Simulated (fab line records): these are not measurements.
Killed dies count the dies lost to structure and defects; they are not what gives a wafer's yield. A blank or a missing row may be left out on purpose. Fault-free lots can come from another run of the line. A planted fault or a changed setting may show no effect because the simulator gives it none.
fab line records ; flow n5_finfet
[record] lots = 7; wafers = 21
route steps=1938 shown BEOL_M8@1362 BEOL_M9@1446 BEOL_M10@1473 BEOL_M11@1565 BEOL_M13@1694 BEOL_M14@1730
start_h: hours from the record's first day to the start of the lot's first wafer shown ; wait_h: hours elapsed since this lot's preceding step ; " unchanged from the row above ; L1.1+2: a row that stands for several wafers ; - value missing, or start not given ; * or withheld: withheld ; < > ~ a bound
route shown NAME@n: names a module that has steps shown in the file, with the first one's number in the route ; usual: average and standard deviation across the fault-free wafers ; same: alike in all rows ; chamber/n: place in a boat ; sites: readings site by site ; _std_site: the values' standard deviation ; _edge_site: inner sites' mean taken away from outer sites' mean ; radius_mm: how far each site lies from the wafer's centre ; mask NAME#n: copy n ; behind: the last tool/chamber to shape the wafer ; hold: why the lot went on hold/how many hours it stayed there/how the hold came to an end ; device: whichever transistor did not switch (one of n, p or np) ; end of line: the tests these same wafers got at the end of their route ; a step without rows: its recipe alone ; killed: dies lost to structure and defects at the first sort, not the wafer's yield ; map: a wafer's dies, marking killed ones x, the rest . and places with no die _
set.NAME: setting as actually run; set.NAME@STEP: the setting as run at that earlier step ; model.NAME: the simulator's own value behind a step, which no gauge read
lots whose settings were changed on purpose; a table a step, a row a wafer
[[steps]]
[step N5_BEOL_M8_EXPOSE_25]
[recipe] mask_id = V7; na = 0.33; source_shape = annular; sigma_inner = 0.4; sigma_outer = 0.8; polarization = unpolarized; target_cd_nm = 40; dose_mj = 42.5
lot.wafer;tool;chamber;start_h;wait_h;mask;set.dose_mj
L075.2+3+6;euv_scanner-02;0;208.12;-;V7#0;42.5
L076.3+4+5;euv_scanner-02;0;227.75;-;V7#0;42.5
L081.2+5+6;euv_scanner-02;0;233.82;-;V7#0;42.5
L080.2;euv_scanner-02;0;237.48;-;V7#0;42.5
L080.5+6;euv_scanner-02;0;237.48;-;V7#0;44.42
L084.3+5+6;euv_scanner-02;0;259.54;-;V7#0;42.5
L085.2+3+5;euv_scanner-02;0;268.51;-;V7#0;42.5
L093.1+3;euv_scanner-01;0;311.14;-;V7#0;42.5
L093.5;euv_scanner-01;0;311.14;-;V7#0;41.14
[step N5_BEOL_M8_PEB_26]
[recipe] peb_temp_c = 100; peb_time_s = 60; resist = CAR-EUV
[step N5_BEOL_M8_DEVELOP_27]
[recipe] develop_time_s = 30; developer = TMAH; resist = CAR-EUV; rinse_liquid = surfactant_rinse; dry = air_spin; dev_temp_c = 23
[step N5_BEOL_M8_DESCUM_33]
[recipe] chemistry = O2; time_s = 7; source_power_w = 50; bias_power_w = 20; pressure_mtorr = 20; rf_frequency_hz = 2.712e+07; temp_c = 40; resist = CAR-EUV; o2_flow_sccm = 225
lot.wafer;tool;chamber;start_h;wait_h;set.dose_mj@BEOL_M8_EXPOSE_25;model.BEOL_M8.cd_nm
L075.2+3;rie_diel-01;2,1;209.15;0.8;42.5;39.8
L075.6;rie_diel-01;3;209.15;0.8;42.5;40
L076.3;rie_diel-03;0;228.45;0.5;42.5;40.4
L076.4+5;rie_diel-03;2,1;228.45;0.5;42.5;40.2
L081.2;rie_diel-03;3;234.06;0.0;42.5;40.2
L081.5+6;rie_diel-03;1,2;234.06;0.0;42.5;40
L080.2;rie_diel-05;1;237.73;0.0;42.5;40
L080.5;rie_diel-05;2;237.73;0.0;44.42;41
L080.6;rie_diel-05;3;237.73;0.0;44.42;40.8
L084.3;rie_diel-01;3;259.78;0.0;42.5;40.2
L084.5;rie_diel-01;0;259.78;0.0;42.5;40
L084.6;rie_diel-01;3;259.78;0.0;42.5;40.4
L085.2+5;rie_diel-05;0,3;268.86;0.1;42.5;40
L085.3;rie_diel-05;3;268.86;0.1;42.5;39.8
L093.1;rie_diel-03;3;311.39;0.0;42.5;40
L093.3;rie_diel-03;0;311.39;0.0;42.5;40.2
L093.5;rie_diel-03;2;311.39;0.0;41.14;39.4
[step N5_BEOL_M8_ETCH_65]
[recipe] chemistry = CF4; target = SiARC; target_depth_a = 156; mask_material = CAR-EUV; time_s = 26; ion_energy_ev = 80; pressure_mtorr = 40; source_w = 545; bias_w = 36; Ar_flow_sccm = 100; cf4_flow_sccm = 100; ends = cleared
[usual] etch_rf_on_time_s = 25.7/0.54; rf_vpp_V = 184.1/1.2
lot.wafer;tool;chamber;start_h;wait_h;set.source_w;etch_rf_on_time_s;rf_vpp_V
L075.2;rie_diel-01;2;209.20;0.0;545;26.1;182.6
L075.3;rie_diel-01;1;209.20;0.0;467.3;28.2;194.2
L075.6;rie_diel-01;3;209.20;0.0;545;25.9;182.9
L076.3;rie_diel-03;0;228.50;0.0;545;25.7;185.6
L076.4;rie_diel-03;2;228.50;0.0;545;25.3;184.6
L076.5;rie_diel-03;1;228.50;0.0;572.5;24.0;180.3
L081.2;rie_diel-03;3;234.12;0.0;513.6;27.4;189.8
L081.5;rie_diel-03;1;234.12;0.0;545;25.8;183.9
L081.6;rie_diel-03;2;234.12;0.0;545;25.4;184.7
L080.2;rie_diel-05;1;237.78;0.0;545;25.7;183.7
L080.5;rie_diel-05;2;237.78;0.0;545;26.9;183.7
L080.6;rie_diel-05;3;237.78;0.0;545;25.8;182.7
L084.3;rie_diel-01;3;259.83;0.0;545;25.6;181.8
L084.5;rie_diel-01;0;259.83;0.0;545;25.0;183.7
L084.6;rie_diel-01;3;259.83;0.0;545;25.5;182.8
L085.2;rie_diel-05;0;268.91;0.0;507.7;28.3;189.7
L085.3;rie_diel-05;3;268.91;0.0;507.7;27.4;190.0
L085.5;rie_diel-05;3;268.91;0.0;545;25.6;184.7
L093.1;rie_diel-03;3;311.45;0.0;585.2;24.3;177.8
L093.3;rie_diel-03;0;311.45;0.0;545;25.6;186.0
L093.5;rie_diel-03;2;311.45;0.0;585.2;23.8;178.9
[step N5_BEOL_M9_TRENCH_ETCH_37]
[recipe] chemistry = C4F6/O2; target_depth_a = 1514.3; target = SiCOH_lowk; time_s = 49; ion_energy_ev = 250; pressure_mtorr = 30; source_w = 345; bias_w = 185; Ar_flow_sccm = 300; C4F6_flow_sccm = 10; O2_flow_sccm = 10
[usual] rf_vpp_V = 662/8.7
lot.wafer;tool;chamber;start_h;wait_h;set.bias_w;rf_vpp_V;model.BEOL_M9.feature_depth_nm;model.etch.depth_nm
L075.2;rie_diel-02;3;-;-;185;661;152.8;152.8
L075.3;rie_diel-02;2;-;-;161.4;587;142.2;142.2
L075.6;rie_diel-02;3;-;-;185;662;151.2;151.1
L076.3;rie_diel-04;2;-;-;185;656;152.6;152.6
L076.4;rie_diel-04;3;-;-;185;650;154.2;154.2
L076.5;rie_diel-04;1;-;-;170.2;632;146.8;146.9
L081.2;rie_diel-02;1;-;-;185;654;151.8;151.7
L081.5;rie_diel-02;1;-;-;208.7;718;157.8;157.7
L081.6;rie_diel-02;2;-;-;185;655;147.8;147.8
L080.2;rie_diel-06;3;-;-;200.3;720;151.6;151.6
L080.5;rie_diel-06;1;-;-;200.3;695;154;154
L080.6;rie_diel-06;0;-;-;185;662;146.8;146.9
L084.3;rie_diel-02;2;-;-;185;654;147.6;147.6
L084.5;rie_diel-02;0;-;-;185;668;153.6;153.7
L084.6;rie_diel-02;2;-;-;185;655;148.4;148.4
L085.2;rie_diel-06;3;-;-;185;678;149.2;149.2
L085.3;rie_diel-06;2;-;-;185;672;147.6;147.6
L085.5;rie_diel-06;1;-;-;185;652;150;150
L093.1;rie_diel-04;0;-;-;158.6;592;145.6;145.6
L093.3;rie_diel-04;3;-;-;158.6;575;145.6;145.7
L093.5;rie_diel-04;2;-;-;185;656;152.6;152.6
[step N5_BEOL_M9_ETCH_41]
[recipe] chemistry = CH3F/O2; target = SiCN; target_depth_a = 366; taper_deg = 2; time_s = 70.1; ion_energy_ev = 120; mask_material = TiN; pressure_mtorr = 30; source_w = 395; bias_w = 75; Ar_flow_sccm = 150; CH3F_flow_sccm = 30; O2_flow_sccm = 20
[step N5_BEOL_M9_STRIP_80]
[recipe] chemistry = N2/H2; time_s = 10; power_w = 450; temp_c = 40; pressure_mtorr = 20; rf_frequency_hz = 6e+07; bias_power_w = 7; n2_flow_sccm = 200; h2_flow_sccm = 200
[step N5_BEOL_M9_OCD_MEAS_38]
[usual] trench_depth_nm = 150.8/2.3
lot.wafer;tool;chamber;start_h;wait_h;set.bias_w@BEOL_M9_TRENCH_ETCH_37;trench_depth_nm
L075.2;ocd-01;-;218.26;-;185;152.2
L075.3;ocd-01;-;218.26;-;161.4;141.9
L075.6;ocd-01;-;218.26;-;185;151.2
L076.3;ocd-01;-;238.06;-;185;153.0
L076.4;ocd-01;-;238.06;-;185;154.4
L076.5;ocd-01;-;238.06;-;170.2;147.2
L081.2;ocd-02;-;241.41;-;185;151.6
L081.5;ocd-02;-;241.41;-;208.7;157.9
L081.6;ocd-02;-;241.41;-;185;147.7
L080.2;ocd-01;-;245.19;-;200.3;151.5
L080.5;ocd-01;-;245.19;-;200.3;154.1
L080.6;ocd-01;-;245.19;-;185;147.1
L084.3;ocd-02;-;269.29;-;185;147.7
L084.5;ocd-02;-;269.29;-;185;153.5
L084.6;ocd-02;-;269.29;-;185;148.3
L085.2;ocd-01;-;279.90;-;185;149.4
L085.3;ocd-01;-;279.90;-;185;147.5
L085.5;ocd-01;-;279.90;-;185;150.1
L093.1;ocd-02;-;318.68;-;158.6;145.3
L093.3;ocd-02;-;318.68;-;158.6;146.1
L093.5;ocd-02;-;318.68;-;185;152.5
[step N5_BEOL_M9_CMP_52]
[recipe] stop_on = SiCOH_lowk; t_overpolish_s = 7; down_force_psi = 1; platen_rpm = 50; clearing_platen_down_force_psi = 1.5; clearing_platen_rpm = 50; post_cmp_clean = cu_alkaline; target_thk_nm = 140; clearing_platen_pad_velocity_m_s = 0.99484; pad_velocity_m_s = 0.99484
[usual] barrier_field_endpoint_s = 29.0/0.75
lot.wafer;tool;chamber;start_h;wait_h;set.down_force_psi;set.bias_w@BEOL_M9_TRENCH_ETCH_37;barrier_field_endpoint_s;model.Cu_of_BEOL_M9_ECD_50.thk_nm
L075.3;cmp-03;1;220.19;0.2;0.8697;161.4;34.0;133.6
L075.2;cmp-03;3;220.19;0.2;0.8697;185;32.9;143.6
L075.6;cmp-03;1;220.19;0.2;1;185;29.5;142.2
L076.4;cmp-04;3;239.84;0.2;1;185;29.6;143.8
L076.3;cmp-04;0;239.84;0.2;1;185;29.2;142.8
L076.5;cmp-04;2;239.84;0.2;1;170.2;29.5;135.2
L081.2;cmp-02;0;243.31;0.2;1.211;185;23.3;140.2
L081.6;cmp-02;3;243.31;0.2;1;185;29.1;136.4
L081.5;cmp-02;0;243.31;0.2;1;208.7;28.8;146.8
L080.2;cmp-03;1;248.17;0.5;1;200.3;29.1;140.4
L080.6;cmp-03;2;248.17;0.5;1;185;30.0;135.6
L080.5;cmp-03;3;248.17;0.5;1;200.3;30.2;142
L084.3;cmp-02;1;271.87;0.2;1;185;27.8;136.6
L084.6;cmp-02;1;271.87;0.2;1;185;29.1;137.8
L084.5;cmp-02;2;271.87;0.2;1;185;27.5;143.2
L085.2;cmp-03;1;281.75;0.2;1;185;28.7;136.6
L085.3;cmp-03;3;281.75;0.2;1;185;28.1;135.2
L085.5;cmp-03;2;281.75;0.2;1;185;28.5;136.6
L093.3;cmp-04;1;320.51;0.2;1;158.6;29.1;135.6
L093.1;cmp-04;3;320.51;0.2;0.8571;158.6;33.9;136
L093.5;cmp-04;2;320.51;0.2;1;185;29.6;142.4
[step N5_BEOL_M10_PECVD_70]
[recipe] material = SiO2; target_thk_a = 200; temp_c = 400; precursor = TEOS/O2; pressure_torr = 5.5; rf_w = 450; teos_flow_sccm = 53.8; gas = O2; flow_sccm = 3000; time_s = 22.7
lot.wafer;tool;chamber;start_h;wait_h;set.temp_c;model.SiO2_of_BEOL_M10_PECVD_70.thk_nm
L075.2+3;pecvd-03;2,1;222.20;0.0;388.2;21.4
L075.6;pecvd-03;1;222.20;0.0;400;20
L076.3;pecvd-02;0;240.89;0.0;394.9;20.6
L076.4;pecvd-02;0;240.89;0.0;400;20.4
L076.5;pecvd-02;2;240.89;0.0;400;19.8
L081.2;pecvd-03;2;244.43;0.0;400;19.8
L081.5+6;pecvd-03;1,0;244.43;0.0;400;20.4
L080.2+6;pecvd-03;0,1;249.18;0.0;400;19.8
L080.5;pecvd-03;2;249.18;0.0;400;20.4
L084.3;pecvd-04;1;273.51;0.0;400;19.6
L084.5;pecvd-04;0;273.51;0.0;400;20.2
L084.6;pecvd-04;2;273.51;0.0;400;20.4
L085.2;pecvd-03;0;283.35;0.0;400;19.8
L085.3;pecvd-03;2;283.35;0.0;395.4;20.4
L085.5;pecvd-03;0;283.35;0.0;400;20
L093.1;pecvd-04;2;321.63;0.0;388.2;21.4
L093.3;pecvd-04;0;321.63;0.0;400;19.6
L093.5;pecvd-04;2;321.63;0.0;388.2;22
[step N5_BEOL_M10_HM_DEP_02]
[recipe] material = TiN; target_thk_a = 200; temp_c = 25; chamber_pressure_pa = 0.49996
[step N5_BEOL_M10_COAT_59]
[recipe] resist = SOC; temp_c = 250; time_s = 60; spin_rpm = 1500; resist_thk_nm = 100
[step N5_BEOL_M10_ECD_50]
[recipe] material = Cu; target_thk_a = 3180
[step N5_BEOL_M10_ANNEAL_51]
[recipe] temp_c = 225; time_s = 90; ambient = N2
[step N5_BEOL_M10_CMP_52]
[recipe] stop_on = SiCOH_lowk; t_overpolish_s = 7; down_force_psi = 1; platen_rpm = 50; clearing_platen_down_force_psi = 1.5; clearing_platen_rpm = 50; post_cmp_clean = cu_alkaline; target_thk_nm = 140; clearing_platen_pad_velocity_m_s = 0.99484; pad_velocity_m_s = 0.99484
[usual] barrier_field_endpoint_s = 29.2/0.81
lot.wafer;tool;chamber;start_h;wait_h;set.temp_c@BEOL_M10_PECVD_70;barrier_field_endpoint_s
L075.2;cmp-02;2;230.29;0.2;388.2;31.0
L075.3;cmp-02;3;230.29;0.2;388.2;31.5
L075.6;cmp-02;2;230.29;0.2;400;28.7
L076.3;cmp-04;1;250.93;0.2;394.9;29.9
L076.4;cmp-04;2;250.93;0.2;400;29.0
L076.5;cmp-04;3;250.93;0.2;400;29.1
L081.2;cmp-02;0;253.77;0.2;400;29.4
L081.5;cmp-02;0;253.77;0.2;400;29.8
L081.6;cmp-02;1;253.77;0.2;400;30.5
L080.2;cmp-02;0;255.67;0.2;400;29.5
L080.5;cmp-02;0;255.67;0.2;400;29.7
L080.6;cmp-02;1;255.67;0.2;400;29.2
L084.3;cmp-04;1;281.46;0.2;400;31.1
L084.5;cmp-04;0;281.46;0.2;400;30.5
L084.6;cmp-04;1;281.46;0.2;400;31.1
L085.3;cmp-02;0;289.11;0.2;395.4;28.6
L085.2;cmp-02;1;289.11;0.2;400;28.8
L085.5;cmp-02;0;289.11;0.2;400;28.7
L093.3;cmp-04;2;327.98;0.2;400;28.7
L093.1;cmp-04;3;327.98;0.2;388.2;31.4
L093.5;cmp-04;2;327.98;0.2;388.2;32.9
[step N5_BEOL_M11_EXPOSE_25]
[recipe] mask_id = V10; na = 1.35; source_shape = annular; sigma_inner = 0.5; sigma_outer = 0.8; polarization = unpolarized; dose_mj = 85.5
lot.wafer;tool;chamber;start_h;wait_h;mask;set.dose_mj
L075.2+6;arfi_scanner-02;0;233.75;-;V10#0;82.05
L075.3;arfi_scanner-02;0;233.75;-;V10#0;85.5
L076.3;arfi_scanner-01;0;254.93;-;V10#0;82.22
L076.4+5;arfi_scanner-01;0;254.93;-;V10#0;85.5
L081.2+5;arfi_scanner-01;0;257.30;-;V10#0;80.19
L081.6;arfi_scanner-01;0;257.30;-;V10#0;85.5
L080.2+6;arfi_scanner-03;0;259.33;-;V10#0;90.54
L080.5;arfi_scanner-03;0;259.33;-;V10#0;85.5
L084.3+5+6;arfi_scanner-02;0;285.68;-;V10#0;85.5
L085.2+3+5;arfi_scanner-03;0;296.52;-;V10#0;85.5
L093.1+3;arfi_scanner-03;0;333.37;-;V10#0;85.5
L093.5;arfi_scanner-03;0;333.37;-;V10#0;82.33
[step N5_BEOL_M11_PEB_26]
[recipe] peb_temp_c = withheld; peb_time_s = 60; resist = CAR-ArF
lot.wafer;tool;chamber;start_h;wait_h;set.peb_time_s
L075.2;litho_track-04;0;233.81;0.1;60
L075.3+6;litho_track-04;0;233.81;0.1;71.81
L076.3+5;litho_track-01;0;254.99;0.0;47.16
L076.4;litho_track-01;0;254.99;0.0;60
L081.2+6;litho_track-05;0;257.35;0.1;55.49
L081.5;litho_track-05;0;257.35;0.1;60
L080.2+6;litho_track-04;0;259.38;0.1;60
L080.5;litho_track-04;0;259.38;0.1;54.81
L084.3+5+6;litho_track-01;0;285.73;0.0;60
L085.2;litho_track-01;0;296.58;0.1;71.82
L085.3+5;litho_track-01;0;296.58;0.1;60
L093.1;litho_track-05;0;333.44;0.1;60
L093.3+5;litho_track-05;0;333.44;0.1;64.61
[step N5_BEOL_M11_DEVELOP_27]
[recipe] develop_time_s = 30; developer = TMAH; resist = CAR-ArF; rinse_liquid = diw; dry = air_spin; dev_temp_c = 23
[step N5_BEOL_M11_CD_MEAS_28]
[recipe] target_cd_nm = 70; landing_energy_ev = 500; detector = se_inlens; polarity = opening
[usual] cd_nm = 70.0/1.1
lot.wafer;tool;chamber;start_h;wait_h;set.dose_mj@BEOL_M11_EXPOSE_25;set.peb_time_s@BEOL_M11_PEB_26;cd_nm
L075.2;cd_sem-02;0;233.88;-;82.05;60;68.3
L075.3;cd_sem-02;0;233.88;-;85.5;71.81;78.6
L075.6;cd_sem-02;0;233.88;-;82.05;71.81;74.8
L076.3;cd_sem-02;0;255.05;-;82.22;47.16;53.2
L076.4;cd_sem-02;0;255.05;-;85.5;60;68.1
L076.5;cd_sem-02;0;255.05;-;85.5;47.16;56.0
L081.2;cd_sem-02;0;257.42;-;80.19;55.49;58.9
L081.5;cd_sem-02;0;257.42;-;80.19;60;62.2
L081.6;cd_sem-02;0;257.42;-;85.5;55.49;63.9
L080.2;cd_sem-01;0;259.45;-;90.54;60;75.3
L080.5;cd_sem-01;0;259.45;-;85.5;54.81;66.0
L080.6;cd_sem-01;0;259.45;-;90.54;60;76.1
L084.3;cd_sem-02;0;285.80;-;85.5;60;68.4
L084.5;cd_sem-02;0;285.80;-;85.5;60;69.4
L084.6;cd_sem-02;0;285.80;-;85.5;60;69.5
L085.2;cd_sem-01;0;296.65;-;85.5;71.82;78.0
L085.3;cd_sem-01;0;296.65;-;85.5;60;70.1
L085.5;cd_sem-01;0;296.65;-;85.5;60;68.9
L093.1;cd_sem-02;0;333.50;-;85.5;60;68.9
L093.3;cd_sem-02;0;333.50;-;85.5;64.61;73.2
L093.5;cd_sem-02;0;333.50;-;82.33;64.61;68.8
[step N5_BEOL_M11_TRENCH_ETCH_37]
[recipe] chemistry = C4F6/O2; target_depth_a = 1488.3; target = SiCOH_lowk; time_s = 48; ion_energy_ev = 250; pressure_mtorr = 30; source_w = 345; bias_w = 185; Ar_flow_sccm = 300; C4F6_flow_sccm = 10; O2_flow_sccm = 10
[usual] rf_vpp_V = 663/9.5
lot.wafer;tool;chamber;start_h;wait_h;set.bias_w;rf_vpp_V
L075.2;rie_diel-06;2;-;-;185;671
L075.3;rie_diel-06;0;-;-;194.1;687
L075.6;rie_diel-06;3;-;-;185;676
L076.3;rie_diel-02;2;-;-;215.9;739
L076.4;rie_diel-02;0;-;-;185;668
L076.5;rie_diel-02;2;-;-;185;654
L081.2;rie_diel-06;1;-;-;185;652
L081.5;rie_diel-06;2;-;-;211.9;747
L081.6;rie_diel-06;1;-;-;211.9;727
L080.2;rie_diel-02;0;-;-;185;668
L080.5;rie_diel-02;2;-;-;211.7;727
L080.6;rie_diel-02;0;-;-;185;668
L084.3;rie_diel-04;1;-;-;185;675
L084.5;rie_diel-04;2;-;-;185;655
L084.6;rie_diel-04;1;-;-;185;675
L085.2;rie_diel-02;1;-;-;213.4;730
L085.3;rie_diel-02;3;-;-;213.4;743
L085.5;rie_diel-02;3;-;-;185;662
L093.1;rie_diel-06;1;-;-;185;652
L093.3;rie_diel-06;0;-;-;185;662
L093.5;rie_diel-06;0;-;-;194.2;688
[step N5_BEOL_M13_ETCH_68]
[recipe] chemistry = N2/H2; target = SOC; mask_material = SiARC; source_w = 3000; bias_w = 350; temp_c = 40; time_s = 355; ion_energy_ev = 200; pressure_mtorr = 30; n2_flow_sccm = 200; h2_flow_sccm = 200
lot.wafer;tool;chamber;start_h;wait_h;set.time_s;model.SiARC_of_BEOL_M13_COAT_66.thk_nm
L075.2;rie_diel-02;1;245.50;0.1;296.9;82.4
L075.3;rie_diel-02;2;245.50;0.1;355;77.6
L075.6;rie_diel-02;2;245.50;0.1;296.9;82.8
L076.3;rie_diel-06;1;265.42;0.1;355;77.4
L076.4;rie_diel-06;2;265.42;0.1;355;77.6
L076.5;rie_diel-06;3;265.42;0.1;297.1;82.8
L080.2;rie_diel-02;1;273.83;0.1;375.5;74.2
L080.5;rie_diel-02;2;273.83;0.1;355;77.8
L080.6;rie_diel-02;1;273.83;0.1;355;76.2
L081.2;rie_diel-02;2;275.94;0.1;412.9;72.6
L081.5;rie_diel-02;2;275.94;0.1;355;78
L081.6;rie_diel-02;1;275.94;0.1;355;76.8
L084.3;rie_diel-02;1;297.55;0.1;355;76.2
L084.5;rie_diel-02;0;297.55;0.1;355;77.4
L084.6;rie_diel-02;1;297.55;0.1;355;76.6
L085.2;rie_diel-06;2;312.00;0.1;326.5;80.8
L085.3;rie_diel-06;0;312.00;0.1;326.5;81.2
L085.5;rie_diel-06;3;312.00;0.1;355;78
L093.1;rie_diel-04;1;344.12;0.1;355;77.6
L093.3;rie_diel-04;0;344.12;0.1;379.6;74
L093.5;rie_diel-04;2;344.12;0.1;379.6;75.6
[step N5_BEOL_M14_ETCH_59]
[recipe] chemistry = N2/H2; target = BARC; target_depth_a = 890; overetch_a = 267; time_s = 67.9; ion_energy_ev = 200; pressure_mtorr = 30; source_w = 840; bias_w = 150; n2_flow_sccm = 200; h2_flow_sccm = 200
lot.wafer;tool;chamber;start_h;wait_h;set.time_s;model.coat_of_BEOL_M14_COAT_04.thk_nm
L075.2;rie_diel-05;3;249.06;0.0;81.91;707
L075.3;rie_diel-05;0;249.06;0.0;67.9;722.2
L075.6;rie_diel-05;3;249.06;0.0;67.9;717.6
L076.3;rie_diel-05;0;269.31;0.0;67.9;722.4
L076.4;rie_diel-05;0;269.31;0.0;67.9;721.6
L076.5;rie_diel-05;1;269.31;0.0;67.9;721
L080.2;rie_diel-01;1;279.64;0.0;67.9;717.4
L080.5;rie_diel-01;3;279.64;0.0;54.03;735
L080.6;rie_diel-01;2;279.64;0.0;54.03;733.8
L081.2;rie_diel-05;2;279.85;0.0;72.19;714
L081.5;rie_diel-05;0;279.85;0.0;67.9;717.8
L081.6;rie_diel-05;3;279.85;0.0;72.19;713.6
L084.3;rie_diel-05;0;301.01;0.0;67.9;722.2
L084.5;rie_diel-05;2;301.01;0.0;67.9;719.2
L084.6;rie_diel-05;0;301.01;0.0;67.9;718.4
L085.2+3;rie_diel-05;2,0;316.66;0.0;75.36;712.6
L085.5;rie_diel-05;3;316.66;0.0;67.9;715
L093.1;rie_diel-01;0;347.70;0.0;67.9;714
L093.3;rie_diel-01;2;347.70;0.0;67.9;714.8
L093.5;rie_diel-01;2;347.70;0.0;67.9;713.8
[[key]]
[split] step = N5_BEOL_M8_EXPOSE_25; setting = dose_mj; stated = 42.5; by = wafer
[response] step = N5_BEOL_M8_DESCUM_33; reading = model.BEOL_M8.cd_nm; change = +0.206; per = 1%; r = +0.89
[split] step = N5_BEOL_M8_ETCH_65; setting = source_w; stated = 545; by = wafer
[response] step = N5_BEOL_M8_ETCH_65; reading = etch_rf_on_time_s; change = *; per = 1%; r = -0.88
[response] step = N5_BEOL_M8_ETCH_65; reading = rf_vpp_V; change = -0.855; per = 1%; r = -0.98
[split] step = N5_BEOL_M9_TRENCH_ETCH_37; setting = bias_w; stated = 185; by = wafer
[response] step = N5_BEOL_M9_TRENCH_ETCH_37; reading = rf_vpp_V; change = +5.05; per = 1%; r = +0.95
[response] step = N5_BEOL_M9_TRENCH_ETCH_37; reading = model.BEOL_M9.feature_depth_nm; change = +0.648; per = 1%; r = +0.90
[response] step = N5_BEOL_M9_TRENCH_ETCH_37; reading = model.etch.depth_nm; change = +0.644; per = 1%; r = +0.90
[response] step = N5_BEOL_M9_OCD_MEAS_38; reading = trench_depth_nm; change = +0.646; per = 1%; r = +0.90
[response] step = N5_BEOL_M9_CMP_52; reading = model.Cu_of_BEOL_M9_ECD_50.thk_nm; change = +0.653; per = 1%; r = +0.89
[split] step = N5_BEOL_M9_CMP_52; setting = down_force_psi; stated = 1; by = wafer
[response] step = N5_BEOL_M9_CMP_52; reading = barrier_field_endpoint_s; change = -0.289; per = 1%; r = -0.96
[split] step = N5_BEOL_M10_PECVD_70; setting = temp_c; stated = 400; by = wafer
[response] step = N5_BEOL_M10_PECVD_70; reading = model.SiO2_of_BEOL_M10_PECVD_70.thk_nm; change = -0.567; per = 1%; r = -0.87
[response] step = N5_BEOL_M10_CMP_52; reading = barrier_field_endpoint_s; change = -0.909; per = 1%; r = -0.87
[split] step = N5_BEOL_M11_EXPOSE_25; setting = dose_mj; stated = 85.5; by = wafer
[response] step = N5_BEOL_M11_CD_MEAS_28; reading = cd_nm; slope = +0.902; per = 1%; together_with = peb_time_s@BEOL_M11_PEB_26; explained = 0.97
[split] step = N5_BEOL_M11_PEB_26; setting = peb_time_s; stated = 60; by = wafer
[response] step = N5_BEOL_M11_CD_MEAS_28; reading = cd_nm; change = +0.51; per = 1%; r = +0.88
[split] step = N5_BEOL_M11_TRENCH_ETCH_37; setting = bias_w; stated = 185; by = wafer
[response] step = N5_BEOL_M11_TRENCH_ETCH_37; reading = rf_vpp_V; change = +4.83; per = 1%; r = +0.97
[split] step = N5_BEOL_M13_ETCH_68; setting = time_s; stated = 355; by = wafer
[response] step = N5_BEOL_M13_ETCH_68; reading = model.SiARC_of_BEOL_M13_COAT_66.thk_nm; change = -0.324; per = 1%; r = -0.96
[split] step = N5_BEOL_M14_ETCH_59; setting = time_s; stated = 67.9; by = wafer
[response] step = N5_BEOL_M14_ETCH_59; reading = model.coat_of_BEOL_M14_COAT_04.thk_nm; change = -0.663; per = 1%; r = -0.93
